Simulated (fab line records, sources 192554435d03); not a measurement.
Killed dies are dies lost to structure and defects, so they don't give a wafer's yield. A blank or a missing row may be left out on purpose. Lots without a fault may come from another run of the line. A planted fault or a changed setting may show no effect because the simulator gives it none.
Chamber matching | flow n5_finfet | N5_FIN_SAQP_ETCH_57 on rie_diel-01: 4 sister chambers
The step etches SiNx in CH3F/O2, target depth 32.5 nm, time 46.4 s. 8 wafers are shown with their chamber, then 8 later ones without.

WAFERS WITH THEIR CHAMBER
wafer  | chamber | drypump_motor_current_A (A) | rf_vpp_V (V)
L075.3 | 3       | 5.4                         | 310
L085.4 | 1       | 5.8                         | 305
L092.1 | 1       | 5.8                         | 304
L092.3 | 2       | 5.6                         | 291
L094.1 | 0       | 6.2                         | 282
L094.3 | 3       | 5.5                         | 311
L094.5 | 0       | 6.2                         | 281
L095.4 | 2       | 5.6                         | 290

WAFERS WITHOUT THEIR CHAMBER
wafer  | drypump_motor_current_A (A) | rf_vpp_V (V)
L095.5 | 6.2                         | 283
L095.6 | 5.4                         | 310
L096.3 | 6.2                         | 280
L096.5 | 6.3                         | 280
L096.6 | 5.7                         | 304
L097.2 | 5.5                         | 309
L097.3 | 5.8                         | 305
L097.5 | 5.8                         | 305

WHICH CHAMBER EACH WENT THROUGH
wafer  | from the rows above | in truth
L095.5 | 0                   | 0
L095.6 | 3                   | 3
L096.3 | 0                   | 0
L096.5 | 0                   | 0
L096.6 | 1                   | 1
L097.2 | 3                   | 3
L097.3 | 1                   | 1
L097.5 | 1                   | 1
Placed correctly: 8 of 8. Can't be placed from these rows: 0. Placed wrongly: 0.
How it was worked out, from the rows above alone: a wafer's distance from a chamber is the root of the sum, over the readings, of the square of ((its reading less the chamber's mean) divided by the reading's scatter). The wafer belongs to the nearest chamber; if the next one is less than 2 further off, it can't be placed. A chamber's mean is the mean of its shown wafers. The scatter: the root of (the sum of the squares of (reading less its chamber's mean) over the shown wafers, divided by (wafers less chambers)).
